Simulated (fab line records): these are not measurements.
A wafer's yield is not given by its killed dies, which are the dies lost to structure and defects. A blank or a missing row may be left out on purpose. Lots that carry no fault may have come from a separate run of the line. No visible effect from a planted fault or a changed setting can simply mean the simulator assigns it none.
fab line records	flow n5_finfet
record lots=7	wafers=21	last_day=18
route steps=1938 shown DUMMY_GATE@235 SPACER0@259 SD_EPI_N@272 SD_ACTIVATION@334 BEOL_M4@1111 PASSIVATION@1936
lots with no fault: from the same line, run without faults
start_h: the number of hours between the record's first day and the start of the first shown wafer of the lot	wait_h: hours from the lot's prior step to this one	" unchanged from the row above	L1.1+2: several wafers, shown together as one row	- no value present, or no start provided	* or withheld: withheld	< > ~ a bound
route shown NAME@n: a module of which the file shows steps, and the number in the route of the first	usual: average and standard deviation across the fault-free wafers	same: alike in all rows	chamber/n: place in a boat	sites: each site's reading	_std_site: standard deviation of those values	_edge_site: inner sites' mean taken away from outer sites' mean	radius_mm: for every site, how far away it sits from the centre of the wafer	mask NAME#n: copy n	behind: tool/chamber where the wafer was last shaped	hold: cause of the lot's hold/its duration in hours/its outcome	device: transistor that didn't switch, given as n, p or np	end of line: tests of these same wafers at the route's end	a step with no rows: only its recipe	killed: not the wafer's yield, but the dies lost to structure and defects at the first sort	map: dies across one wafer; x = killed, . = not, _ = none there
set.NAME: setting as actually run; set.NAME@STEP: the setting as run at that earlier step	model.NAME: the simulator's own value behind a step, which no gauge read
the route's steps for a sample of lots (tables are steps, rows are wafers)
services: the hour from which a tool's chamber was out of use, counted from the record's first day as start_h (under 0 if before that day), plus the number of hours and why
## steps
# step N5_DUMMY_GATE_ETCH_29
# recipe chemistry=N2/H2	target=underlayer	target_depth_a=130	ion_energy_ev=200	pressure_mtorr=30	source_w=840	bias_w=150	n2_flow_sccm=200	h2_flow_sccm=200
# usual drypump_motor_current_A=5.7/0.42	h2_flow_sccm=200.1/0.63	oes_product_au=0.80/0.1	rf_vpp_V=524/3	showerhead_plenum_p_Torr=2.55/0.1	throttle_valve_pct=18.04/0.2
lot.wafer	tool	chamber	start_h	wait_h	drypump_motor_current_A	h2_flow_sccm	oes_product_au	rf_hours_counter_h	rf_vpp_V	showerhead_plenum_p_Torr	throttle_valve_pct
L898.3	rie_diel-05	2	48.80	0.0	5.5	199.1	0.85	52	523	2.48	17.87
L898.5	"	0	"	"	5.4	200.7	0.72	-	520	2.44	18.17
L898.6	"	2	"	"	5.5	199.0	0.85	-	522	2.48	17.88
L906.1	rie_diel-05	1	98.24	0.0	6.3	200.9	0.69	172	523	2.55	18.27
L906.3	"	3	"	"	5.9	201.6	0.90	21	528	2.71	17.71
L906.4	"	0	"	"	5.4	199.8	0.71	202	518	2.44	18.21
L908.2	rie_diel-05	2	110.06	0.0	5.5	201.7	0.83	67	521	2.47	17.89
L908.3	"	0	"	"	5.4	200.3	0.71	204	521	2.43	18.22
L908.5	"	0	"	"	5.4	200.5	0.70	-	521	2.43	18.21
L911.1	rie_diel-05	2	126.35	0.0	5.5	200.2	0.83	73	523	2.47	17.92
L911.3	"	1	"	"	6.3	201.0	0.69	182	524	2.55	18.29
L911.6	"	3	"	"	5.9	199.9	0.89	-	530	2.71	17.72
L917.1	rie_diel-02	3	161.89	0.0	5.7	200.2	0.95	16	524	2.51	18.02
L917.2	"	0	"	"	5.8	200.1	0.73	183	523	2.54	18.13
L917.4	"	2	"	"	5.8	200.0	0.89	27	529	2.71	17.89
L920.1	rie_diel-05	2	178.28	0.0	5.5	199.4	0.80	89	520	2.46	17.92
L920.2	"	0	"	"	5.4	200.5	0.71	225	521	2.43	18.26
L920.4	"	1	"	"	6.3	200.2	0.68	197	523	2.54	18.32
L921.2	rie_diel-04	1	187.97	0.0	5.2	199.8	0.69	226	524	2.50	17.90
L921.3	"	0	"	"	4.8	200.1	0.93	7	529	2.72	17.67
L921.5	"	2	"	"	6.1	199.8	0.86	-	528	2.70	18.08
# step N5_DUMMY_GATE_STRIP_41
# recipe chemistry=O2	power_w=400	temp_c=40	pressure_mtorr=30	rf_frequency_hz=6e+07	bias_power_w=0	overash_fraction=0.3	o2_flow_sccm=225
# usual drypump_motor_current_A=5.6/0.41	oes_product_au=0.81/0.1	rf_vpp_V=3.6/0.46	showerhead_plenum_p_Torr=2.09/0.082	throttle_valve_pct=16.75/0.19
lot.wafer	tool	chamber	start_h	wait_h	drypump_motor_current_A	oes_product_au	rf_hours_counter_h	rf_vpp_V	showerhead_plenum_p_Torr	throttle_valve_pct
L898.3	rie_diel-05	0	49.20	0.0	5.4	0.72	189	4.0	1.99	16.72
L898.5	"	3	"	"	5.9	0.95	-	3.4	2.24	16.43
L898.6	"	2	"	"	5.5	0.86	-	2.9	2.04	16.65
L906.1	rie_diel-05	1	98.66	0.0	6.3	0.72	173	3.2	2.10	16.95
L906.3	"	3	"	"	5.9	0.92	21	3.9	2.23	16.46
L906.4	"	2	"	"	5.5	0.85	64	3.5	2.04	16.67
L908.2	rie_diel-04	0	110.46	0.0	4.8	0.68	239	4.0	1.98	16.94
L908.3	"	3	"	"	6.2	0.82	99	3.4	2.05	16.94
L908.5	"	0	"	"	4.8	0.69	-	3.4	1.98	16.93
L911.1	rie_diel-02	3	126.84	0.0	5.8	0.99	5	3.3	2.06	16.57
L911.3	"	2	"	"	5.8	0.91	18	4.0	2.23	16.51
L911.6	"	2	"	"	5.9	0.91	-	3.2	2.23	16.50
L917.1	rie_diel-02	0	162.53	0.0	5.7	0.72	183	3.2	2.10	16.96
L917.2	"	3	"	"	5.7	0.95	16	2.9	2.05	16.58
L917.4	"	1	"	"	5.1	0.97	5	4.6	2.05	16.61
L920.1	rie_diel-05	3	178.68	0.0	5.9	0.87	44	3.2	2.22	16.48
L920.2	"	0	"	"	5.4	0.70	225	3.3	1.98	16.78
L920.4	"	1	"	"	6.3	0.71	197	3.4	2.09	16.99
L921.2	rie_diel-02	2	188.38	0.0	5.8	0.87	33	4.2	2.23	16.54
L921.3	"	0	"	"	5.7	0.72	190	2.9	2.09	17.00
L921.5	"	3	"	"	5.7	0.93	-	4.4	2.05	16.58
# step N5_DUMMY_GATE_ETCH_23
# recipe chemistry=HBr/Cl2/O2	HBr_flow_sccm=150	Cl2_flow_sccm=80	O2_flow_sccm=12	bias_w=102	target_depth_a=410	time_s=22.3	target=poly-Si	mask_material=SiO2	pressure_mtorr=10	icp_w=800
# usual drypump_motor_current_A=5.8/0.43	he_backside_leak_sccm=2.72/0.29	mfc_cl2_sccm=80.04/0.24	oes_product_au=0.993/0.016	throttle_valve_pct=37.43/0.28
lot.wafer	tool	chamber	start_h	wait_h	drypump_motor_current_A	he_backside_leak_sccm	mfc_cl2_sccm	oes_product_au	rf_hours_counter_h	throttle_valve_pct
L898.3	rie_si-05	2	49.44	0.0	5.6	2.56	80.18	0.981	182	37.34
L898.5	"	1	"	"	6.4	3.06	79.89	0.971	-	37.45
L898.6	"	0	"	"	6.4	2.62	80.27	0.989	-	37.06
L906.1	rie_si-05	1	98.90	0.0	6.4	2.90	79.86	0.975	132	37.45
L906.3	"	0	"	"	6.4	2.71	80.31	0.987	77	37.04
L906.4	"	2	"	"	5.6	2.68	80.29	0.984	-	37.35
L908.2	rie_si-04	0	110.70	0.0	5.9	2.49	79.97	0.989	6	37.26
L908.3	"	1	"	"	5.5	2.74	79.83	1.000	66	37.07
L908.5	"	3	"	"	5.1	2.94	79.77	1.005	-	36.88
L911.1	rie_si-04	2	127.07	0.0	6.2	2.89	79.86	0.999	159	37.49
L911.3	"	1	"	"	5.5	2.60	79.92	1.006	66	37.08
L911.6	"	1	"	"	5.5	3.53	80.03	1.012	-	37.07
L917.1	rie_si-04	0	162.77	0.0	5.9	2.51	80.31	0.987	7	37.26
L917.2	"	2	"	"	6.2	2.49	79.99	0.983	160	37.49
L917.4	"	3	"	"	5.1	2.97	80.15	1.006	165	36.89
L920.1	rie_si-02	0	178.92	0.0	5.4	2.46	80.30	0.999	59	37.65
L920.2	"	3	"	"	6.1	2.63	79.63	0.975	6	37.73
L920.4	"	1	"	"	5.8	2.67	80.30	0.981	-	37.74
L921.2	rie_si-02	1	188.61	0.0	5.8	2.56	79.91	0.992	96	37.75
L921.3	"	0	"	"	5.4	2.63	80.26	1.013	59	37.65
L921.5	"	2	"	"	5.3	2.56	79.62	1.018	-	37.65
# step N5_SPACER0_ALD_00
# recipe material=SiOCN	target_thk_a=35	temp_c=400	ald_precursor_family=alkyl-aminosilane	ald_co_reactant=O2/N2-plasma	pulse_time_s=3	purge_time_s=2	co_reactant_purge_time_s=2	ald_cycles=58	pressure_torr=2
# usual heater_power_w=858/78	precursor_pulse_height_rel=1.004/0.019
# same purge_time_s=2
lot.wafer	tool	chamber	start_h	wait_h	heater_power_w	precursor_pulse_height_rel
L898.3	ald_sin-03	3	50.08	0.1	747	1.004
L898.5	"	0	"	"	734	1.015
L898.6	"	3	"	"	772	1.032
L906.1	ald_sin-01	0	100.64	0.1	942	0.982
L906.3	"	3	"	"	841	0.998
L906.4	"	1	"	"	791	1.041
L908.2	ald_sin-01	2	111.71	0.1	891	1.003
L908.3	"	3	"	"	864	1.035
L908.5	"	2	"	"	875	0.969
L911.1	ald_sin-01	3	128.15	0.1	839	0.990
L911.3	"	1	"	"	792	1.001
L911.6	"	2	"	"	909	1.026
L917.1	ald_sin-02	0	164.45	0.1	970	0.964
L917.2	"	3	"	"	955	0.992
L917.4	"	2	"	"	902	1.019
L920.1	ald_sin-02	1	179.71	0.1	833	1.022
L920.2	"	2	"	"	936	1.025
L920.4	"	3	"	"	954	0.986
L921.2	ald_sin-02	1	191.27	0.1	821	1.010
L921.3	"	3	"	"	927	0.970
L921.5	"	3	"	"	958	1.016
# step N5_SPACER0_INSPECT_04
# recipe inspect_instrument=darkfield	mode=post_dep
# usual raw_defect_count=151/39
lot.wafer	tool	chamber	start_h	wait_h	raw_defect_count
L898.3	defect_inspect-02	-	50.50	0.1	230
L898.5	"	-	"	"	143
L898.6	"	-	"	"	167
L906.1	defect_inspect-01	-	101.05	0.1	154
L906.3	"	-	"	"	151
L906.4	"	-	"	"	155
L908.2	defect_inspect-01	-	112.13	0.1	161
L908.3	"	-	"	"	179
L908.5	"	-	"	"	118
L911.1	defect_inspect-01	-	128.56	0.1	135
L911.3	"	-	"	"	893
L911.6	"	-	"	"	156
L917.1	defect_inspect-02	-	164.87	0.1	166
L917.2	"	-	"	"	135
L917.4	"	-	"	"	109
L920.1	defect_inspect-02	-	180.12	0.1	159
L920.2	"	-	"	"	169
L920.4	"	-	"	"	142
L921.2	defect_inspect-02	-	191.68	0.1	210
L921.3	"	-	"	"	186
L921.5	"	-	"	"	174
# step N5_SD_EPI_N_INSPECT_11
# recipe mode=adi	inspect_instrument=macro
# usual raw_defect_count=2.0/1.2
lot.wafer	tool	chamber	start_h	wait_h	raw_defect_count
L898.3	defect_inspect-01	-	50.95	0.0	1
L898.5	"	-	"	"	3
L898.6	"	-	"	"	2
L906.1	defect_inspect-02	-	101.50	0.0	0
L906.3	"	-	"	"	2
L906.4	"	-	"	"	2
L908.2	defect_inspect-01	-	112.58	0.0	3
L908.3	"	-	"	"	2
L908.5	"	-	"	"	4
L911.1	defect_inspect-01	-	129.02	0.0	3
L911.3	"	-	"	"	>300
L911.6	"	-	"	"	1
L917.1	defect_inspect-02	-	165.20	0.0	1
L917.2	"	-	"	"	0
L917.4	"	-	"	"	2
L920.1	defect_inspect-02	-	180.45	0.0	1
L920.2	"	-	"	"	2
L920.4	"	-	"	"	3
L921.2	defect_inspect-02	-	192.01	0.0	2
L921.3	"	-	"	"	3
L921.5	"	-	"	"	1
# step N5_SD_EPI_N_INSPECT_26
# recipe inspect_instrument=darkfield	mode=post_epi
# usual raw_defect_count=221/49
lot.wafer	tool	chamber	start_h	wait_h	raw_defect_count
L898.3	defect_inspect-01	-	58.18	0.1	264
L898.5	"	-	"	"	192
L898.6	"	-	"	"	197
L906.1	defect_inspect-02	-	105.74	0.1	268
L906.3	"	-	"	"	215
L906.4	"	-	"	"	240
L908.2	defect_inspect-01	-	116.60	0.1	191
L908.3	"	-	"	"	248
L908.5	"	-	"	"	148
L911.1	defect_inspect-01	-	134.85	0.1	185
L911.3	"	-	"	"	942
L911.6	"	-	"	"	220
L917.1	defect_inspect-01	-	169.36	0.1	205
L917.2	"	-	"	"	190
L917.4	"	-	"	"	137
L920.1	defect_inspect-02	-	185.46	0.1	273
L920.2	"	-	"	"	223
L920.4	"	-	"	"	180
L921.2	defect_inspect-02	-	196.20	0.1	279
L921.3	"	-	"	"	233
L921.5	"	-	"	"	250
# step N5_SD_ACTIVATION_INSPECT_02
# recipe inspect_instrument=darkfield	mode=post_anneal
# usual raw_defect_count=196/41
lot.wafer	tool	chamber	start_h	wait_h	raw_defect_count
L898.3	defect_inspect-02	-	66.15	0.1	281
L898.5	"	-	"	"	183
L898.6	"	-	"	"	179
L906.1	defect_inspect-02	-	110.73	0.2	252
L906.3	"	-	"	"	201
L906.4	"	-	"	"	230
L908.2	defect_inspect-02	-	121.83	0.1	187
L908.3	"	-	"	"	179
L908.5	"	-	"	"	127
L911.1	defect_inspect-02	-	139.97	0.2	195
L911.3	"	-	"	"	930
L911.6	"	-	"	"	195
L917.1	defect_inspect-02	-	176.22	0.2	208
L917.2	"	-	"	"	204
L917.4	"	-	"	"	190
L920.1	defect_inspect-01	-	190.42	0.2	202
L920.2	"	-	"	"	162
L920.4	"	-	"	"	162
L921.2	defect_inspect-02	-	201.17	0.1	255
L921.3	"	-	"	"	200
L921.5	"	-	"	"	245
# step N5_BEOL_M4_RC_MEAS_101
# usual DIBL_N=36.4/1.6	DIBL_P=36.2/1.8	IOFF_N=0.159/0.029	IOFF_P=0.21/0.034	ION_N=670/12	ION_P=459/8.2	SS_N=71.5/0.59	SS_P=73.2/0.54	VT_N=250/3.3	VT_P=-250/3.7
lot.wafer	tool	chamber	start_h	wait_h	DIBL_N[mV/V]	DIBL_P[mV/V]	IOFF_N[nA/um]	IOFF_P[nA/um]	ION_N[uA/um]	ION_P[uA/um]	SS_N[mV/dec]	SS_P[mV/dec]	VT_N[mV]	VT_P[mV]
L898.3	prober-02	0	188.80	0.3	35.8	37.4	0.150	0.20	673	460	71.2	73.4	248	-251
L898.5	"	0	"	"	36.6	37.3	0.153	0.20	659	447	71.3	73.6	251	-252
L898.6	"	0	"	"	36.6	37.5	0.164	0.21	671	459	71.5	73.1	251	-254
L908.2	prober-02	0	251.78	0.2	37.8	38.0	0.182	0.23	673	463	71.8	73.8	250	-252
L908.3	"	0	"	"	37.7	36.4	0.181	0.19	684	456	72.6	73.7	249	-254
L908.5	"	0	"	"	35.8	34.1	0.142	0.16	659	445	71.4	72.9	253	-255
L906.1	prober-01	0	256.60	0.0	35.4	35.6	0.146	0.17	671	458	71.8	72.9	250	-255
L906.3	"	0	"	"	34.2	34.4	0.130	0.15	657	442	72.3	72.1	255	-256
L906.4	"	0	"	"	36.1	38.2	0.167	0.20	672	455	72.0	73.4	249	-251
L911.1	prober-02	0	278.25	0.0	39.6	38.4	0.228	0.24	701	467	72.1	73.0	246	-248
L911.3	"	0	"	"	37.1	35.3	0.165	0.20	671	455	71.9	73.3	248	-252
L911.6	"	0	"	"	38.9	36.7	0.199	0.22	681	456	71.9	73.1	248	-251
L917.1	prober-02	0	293.77	0.0	39.8	38.1	0.211	0.25	673	456	72.7	74.5	243	-251
L917.2	"	0	"	"	34.7	34.4	0.128	0.20	667	459	70.1	72.9	251	-249
L917.4	"	0	"	"	37.9	36.6	0.181	0.24	677	458	72.7	73.4	246	-248
L920.1	prober-01	0	331.48	0.0	36.1	37.1	0.157	0.22	657	458	71.7	73.4	253	-250
L920.2	"	0	"	"	37.3	39.1	0.196	0.26	689	472	71.7	73.6	247	-248
L920.4	"	0	"	"	33.1	34.9	0.117	0.19	652	460	70.8	72.5	253	-250
L921.2	prober-02	0	335.34	0.2	37.0	37.7	0.179	0.27	671	468	72.1	73.9	248	-245
L921.3	"	0	"	"	32.8	33.8	0.114	0.20	657	466	70.8	72.3	255	-246
L921.5	"	0	"	"	32.9	34.5	0.119	0.23	660	464	70.8	73.0	249	-247
# step N5_PASSIVATION_PROBE_49
# usual defect_limited_yield=91.1/1.5	killed_at_M0_to_M3=33/9.9	killed_at_M4_up=14/5.2	killed_at_contacts=12/6.7	killed_at_front_end=43/13	killed_at_other=3.4/2.7	killed_dies=105/17	killed_on_rim=14/4.2	killed_open=69/13	killed_short=33/7.5	sort_bin_5_function=5.2/0.91	sort_bin_6_memory=3.3/0.71	sort_n_pass=1075/17	sort_yield_pct=91.1/1.5
# same gross_dies=1180	killed_at_back_side=0	sort_bin_4_leakage[%]=0	sort_bin_8_speed[%]=0
lot.wafer	tool	chamber	start_h	wait_h	defect_limited_yield[%]	killed_at_M0_to_M3	killed_at_M4_up	killed_at_contacts	killed_at_front_end	killed_at_other	killed_dies	killed_on_rim	killed_open	killed_short	sort_bin_5_function[%]	sort_bin_6_memory[%]	sort_n_pass	sort_yield_pct[%]
L898.3	prober-01	-	305.33	0.1	90.4	37	17	10	43	6	113	14	69	43	5.6	3.6	1067	90.4
L898.5	prober-01	-	305.43	0.2	89.2	56	11	22	39	0	128	15	99	28	6.5	4.2	1052	89.2
L898.6	prober-01	-	305.48	0.3	89.6	45	14	16	47	1	123	18	84	39	5.8	4.2	1057	89.6
L908.2	prober-01	-	356.44	0.1	91.4	33	11	20	37	1	102	9	70	32	5.3	3.2	1078	91.4
L908.3	prober-01	-	356.49	0.1	90.8	34	12	19	39	4	108	18	71	35	5.8	3.1	1072	90.8
L908.5	prober-01	-	356.59	0.2	88.1	41	12	31	52	5	141	25	91	50	7.0	4.3	1039	88.1
L906.1	prober-01	-	357.26	0.0	92.8	25	18	8	31	3	85	15	55	29	5.0	2.0	1095	92.8
L906.3	prober-01	-	357.36	0.1	88.7	30	16	27	57	3	133	18	100	31	6.4	4.6	1047	88.7
L906.4	prober-01	-	357.41	0.2	93.6	17	4	7	41	7	76	11	54	20	4.0	2.5	1104	93.6
L911.1	prober-01	-	373.28	0.0	91.8	14	7	8	68	0	97	8	62	34	5.3	2.6	1083	91.8
L911.3	prober-01	-	373.38	0.1	81.1	30	14	15	164	0	223	31	74	44	10.8	5.3	957	81.1
L911.6	prober-01	-	373.53	0.3	89.2	27	18	5	72	5	127	16	80	47	5.9	4.4	1053	89.2
L917.1	prober-01	-	405.58	0.0	90.6	40	10	13	46	2	111	16	75	35	5.8	3.4	1069	90.6
L917.2	prober-01	-	405.63	0.1	91.4	27	17	8	42	7	101	10	72	25	5.3	2.9	1079	91.4
L917.4	prober-01	-	405.73	0.2	91.7	23	10	10	52	3	98	21	55	34	4.6	2.7	1082	91.7
L920.1	prober-01	-	432.35	0.0	91.3	40	8	12	41	2	103	15	65	35	4.3	4.2	1077	91.3
L920.2	prober-01	-	432.40	0.1	91.1	37	15	8	39	6	105	6	71	34	5.3	3.5	1075	91.1
L920.4	prober-01	-	432.50	0.2	92.4	34	4	11	40	1	90	12	58	32	4.1	3.0	1090	92.4
L921.2	prober-01	-	438.40	0.1	89.2	35	20	17	54	2	128	26	81	41	6.1	3.9	1052	89.2
L921.3	prober-01	-	438.45	0.1	89.5	57	9	12	42	4	124	16	74	49	6.1	4.2	1056	89.5
L921.5	prober-01	-	438.55	0.2	91.6	38	9	10	38	4	99	11	57	37	4.7	3.3	1081	91.6
# killed by level:class
L898.3 FIN_SAQP:geometric_particle:open=13 BEOL_M1:geometric_particle:open=8 BEOL_M0_SAQP:geometric_particle:open=7 MOL_CONTACT_COAG:geometric_particle:open=6 BEOL_M0_SAQP:geometric_particle:short=6 BEOL_M2:geometric_particle:open=6 BEOL_M4:geometric_particle:open=6 STARTING-WAFER:geometric_particle:short=6
L898.5 FIN_SAQP:geometric_particle:open=19 MOL_CONTACT_COAG:geometric_particle:open=16 BEOL_M2:geometric_particle:open=15 BEOL_M0_SAQP:geometric_particle:short=11 BEOL_M3:geometric_particle:open=10 BEOL_M0_SAQP:geometric_particle:open=7 MOL_CONTACT_COAG:geometric_particle:short=6 BEOL_M4:geometric_particle:open=6
L898.6 MOL_CONTACT_COAG:geometric_particle:open=14 FIN_SAQP:geometric_particle:open=13 BEOL_M2:geometric_particle:open=13 FIN_SAQP:geometric_particle:short=9 BEOL_M0_SAQP:geometric_particle:open=9 BEOL_M0_SAQP:geometric_particle:short=8 STARTING-WAFER:geometric_particle:open=5 BEOL_M7:geometric_particle:open=5
L908.2 MOL_CONTACT_COAG:geometric_particle:open=15 FIN_SAQP:geometric_particle:open=14 BEOL_M3:geometric_particle:open=9 BEOL_M1:geometric_particle:open=8 FIN_SAQP:geometric_particle:short=6 BEOL_M0_SAQP:geometric_particle:short=6 BEOL_M4:geometric_particle:open=6 MOL_CONTACT_COAG:geometric_particle:short=5
L908.3 STI_FIN_REVEAL:geometric_particle:open=13 MOL_CONTACT_COAG:geometric_particle:open=12 BEOL_M3:geometric_particle:open=9 MOL_CONTACT_COAG:geometric_particle:short=7 BEOL_M0_SAQP:geometric_particle:open=6 GATE_CUT:geometric_particle:open=5 BEOL_M0_SAQP:geometric_particle:short=5 BEOL_M5:geometric_particle:open=5
L908.5 MOL_CONTACT_COAG:geometric_particle:open=26 STI_FIN_REVEAL:geometric_particle:open=21 BEOL_M0_SAQP:geometric_particle:open=10 BEOL_M0_SAQP:geometric_particle:short=9 FIN_SAQP:geometric_particle:short=7 BEOL_M3:geometric_particle:open=7 FIN_SAQP:geometric_particle:open=5 STI_FIN_REVEAL:geometric_particle:short=5
L906.1 BEOL_M3:geometric_particle:open=12 BEOL_M4:geometric_particle:open=8 FIN_SAQP:geometric_particle:open=7 STI_FIN_REVEAL:geometric_particle:open=6 MOL_CONTACT_COAG:geometric_particle:open=6 FIN_SAQP:geometric_particle:short=5 BEOL_M1:geometric_particle:open=4 DUMMY_GATE:geometric_particle:open=3
L906.3 FIN_SAQP:geometric_particle:open=21 MOL_CONTACT_COAG:geometric_particle:open=21 BEOL_M3:geometric_particle:open=10 DUMMY_GATE:geometric_particle:open=7 MOL_CONTACT_COAG:geometric_particle:short=6 BEOL_M2:geometric_particle:open=6 BEOL_M4:geometric_particle:open=6 FIN_CUT:geometric_particle:open=4
L906.4 FIN_SAQP:geometric_particle:open=14 BEOL_M3:geometric_particle:open=8 MOL_CONTACT_COAG:geometric_particle:open=6 STI_FIN_REVEAL:geometric_particle:open=5 PAD_METAL:geometric_particle:short=5 STARTING-WAFER:geometric_particle:open=4 FIN_SAQP:geometric_particle:short=3 DUMMY_GATE:geometric_particle:open=3
L911.1 STI_FIN_REVEAL:geometric_particle:open=21 FIN_SAQP:geometric_particle:open=12 FIN_SAQP:geometric_particle:short=12 MOL_CONTACT_COAG:geometric_particle:open=7 STI_FIN_REVEAL:geometric_particle:short=4 DUMMY_GATE:geometric_particle:short=4 DUMMY_GATE:geometric_particle:open=4 STARTING-WAFER:geometric_particle:open=4
L911.3 SPACER0:unspecified=105 FIN_SAQP:geometric_particle:open=15 FIN_SAQP:geometric_particle:short=15 STI_FIN_REVEAL:geometric_particle:open=10 MOL_CONTACT_COAG:geometric_particle:open=10 BEOL_M0_SAQP:geometric_particle:short=8 BEOL_M4:geometric_particle:open=8 BEOL_M3:geometric_particle:open=7
L911.6 FIN_SAQP:geometric_particle:open=19 FIN_SAQP:geometric_particle:short=15 STI_FIN_REVEAL:geometric_particle:open=13 BEOL_M2:geometric_particle:open=7 GATE_CUT:geometric_particle:short=6 DUMMY_GATE:geometric_particle:open=5 MOL_CONTACT_COAG:geometric_particle:open=5 BEOL_M3:geometric_particle:open=5
L917.1 BEOL_M2:geometric_particle:open=14 MOL_CONTACT_COAG:geometric_particle:open=11 DUMMY_GATE:geometric_particle:open=9 FIN_SAQP:geometric_particle:short=8 BEOL_M0_SAQP:geometric_particle:open=7 BEOL_M0_SAQP:geometric_particle:short=7 BEOL_M3:geometric_particle:open=5 STARTING-WAFER:geometric_particle:short=5
L917.2 DUMMY_GATE:geometric_particle:open=9 BEOL_M1:geometric_particle:open=9 STARTING-WAFER:geometric_particle:open=8 MOL_CONTACT_COAG:geometric_particle:open=7 FIN_SAQP:geometric_particle:open=5 BEOL_M0_SAQP:geometric_particle:short=5 STARTING-WAFER:geometric_particle:short=5 FIN_SAQP:geometric_particle:short=4
L917.4 MOL_CONTACT_COAG:geometric_particle:open=9 DUMMY_GATE:geometric_particle:open=8 FIN_SAQP:geometric_particle:open=7 STI_FIN_REVEAL:geometric_particle:open=7 BEOL_M0_SAQP:geometric_particle:open=7 FIN_SAQP:geometric_particle:short=6 HKMG_FIN:area_etch=6 DUMMY_GATE:geometric_particle:short=4
L920.1 MOL_CONTACT_COAG:geometric_particle:open=9 FIN_SAQP:geometric_particle:short=8 BEOL_M0_SAQP:geometric_particle:open=7 STI_FIN_REVEAL:geometric_particle:open=6 BEOL_M1:geometric_particle:open=6 BEOL_M2:geometric_particle:open=6 BEOL_M3:geometric_particle:open=6 DUMMY_GATE:geometric_particle:open=5
L920.2 FIN_SAQP:geometric_particle:short=7 FIN_SAQP:geometric_particle:open=7 BEOL_M0_SAQP:geometric_particle:short=7 BEOL_M1:geometric_particle:open=7 BEOL_M3:geometric_particle:open=7 BEOL_M0_SAQP:geometric_particle:open=6 BEOL_M8:geometric_particle:open=6 MOL_CONTACT_COAG:geometric_particle:open=5
L920.4 MOL_CONTACT_COAG:geometric_particle:open=11 BEOL_M0_SAQP:geometric_particle:open=10 BEOL_M0_SAQP:geometric_particle:short=9 DUMMY_GATE:geometric_particle:open=7 STI_FIN_REVEAL:geometric_particle:open=5 GATE_CUT:geometric_particle:short=4 GATE_CUT:geometric_particle:open=4 BEOL_M1:geometric_particle:open=4
L921.2 MOL_CONTACT_COAG:geometric_particle:open=14 BEOL_M0_SAQP:geometric_particle:open=10 FIN_SAQP:geometric_particle:open=9 FIN_SAQP:geometric_particle:short=9 STI_FIN_REVEAL:geometric_particle:open=8 BEOL_M4:geometric_particle:open=7 DUMMY_GATE:geometric_particle:open=6 BEOL_M3:geometric_particle:open=6
L921.3 MOL_CONTACT_COAG:geometric_particle:open=11 BEOL_M0_SAQP:geometric_particle:short=11 BEOL_M1:geometric_particle:short=9 FIN_SAQP:geometric_particle:open=8 BEOL_M0_SAQP:geometric_particle:open=8 BEOL_M3:geometric_particle:open=8 GATE_CUT:geometric_particle:short=6 BEOL_M0:geometric_particle:open=6
L921.5 FIN_SAQP:geometric_particle:short=10 MOL_CONTACT_COAG:geometric_particle:open=8 BEOL_M0_SAQP:geometric_particle:short=7 BEOL_M1:geometric_particle:open=7 FIN_SAQP:geometric_particle:open=6 BEOL_M2:geometric_particle:open=6 GATE_CUT:geometric_particle:open=5 BEOL_M0_SAQP:geometric_particle:open=5
## services
tool	chamber	start_h	hours	kind
ald_sin-03	-	30.29	0.7	repair
rie_diel-02	2	31.13	-	clean
rie_diel-02	2	31.13	-	consumable_replace:focus_ring
rie_diel-05	0	44.41	2.8	repair
rie_diel-05	1	45.34	8.6	repair
rie_si-05	1	52.46	7.0	repair
rie_si-04	-	68.62	2.7	repair
rie_diel-04	1	80.68	3.3	repair
rie_si-05	3	85.47	14.4	repair
ald_sin-03	2	108.13	17.3	repair
rie_diel-02	-	110.04	15.6	pm
rie_si-04	0	115.10	8.9	repair
rie_si-02	3	117.12	13.7	repair
ald_sin-03	1	117.65	21.3	repair
rie_si-04	1	121.01	2.2	repair
rie_diel-04	3	138.80	6.5	repair
rie_si-05	2	142.14	3.9	repair
rie_diel-02	2	146.85	7.3	repair
ald_sin-02	0	148.67	4.0	repair
rie_si-02	2	174.01	5.7	repair
rie_diel-02	-	174.45	5.9	repair
ald_sin-03	-	177.52	14.0	pm
rie_si-05	1	181.31	7.4	repair
rie_si-04	0	188.08	19.6	repair
## key
first_sign step=N5_SPACER0_INSPECT_04	reading=raw_defect_count	direction=up	sigmas=19	usual=151	struck=893
effect step=N5_SD_EPI_N_INSPECT_11	reading=raw_defect_count	direction=up	sigmas=99+	usual=2.0	struck=>300
effect step=N5_SD_EPI_N_INSPECT_26	reading=raw_defect_count	direction=up	sigmas=15	usual=221	struck=942
effect step=N5_SD_ACTIVATION_INSPECT_02	reading=raw_defect_count	direction=up	sigmas=18	usual=196	struck=930
effect step=N5_PASSIVATION_PROBE_49	reading=killed_at_front_end	direction=up	sigmas=9.4	usual=43	struck=164
more_kills_born_at N5_SPACER0_ALD_00@ald_sin-01=105
met_at N5_SPACER0_ALD_00
struck_lots L911
struck_wafers L911.3
not_acting_at N5_DUMMY_GATE_ETCH_29,N5_DUMMY_GATE_STRIP_41,N5_DUMMY_GATE_ETCH_23
onset_between 100.64 128.15
fault kind=chamber_particle_source	tool=ald_sin-01	chamber=1	onset_h=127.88	steps=N5_SPACER0_ALD_00	rate_per_visit_cm2=1.1439	end_h=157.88
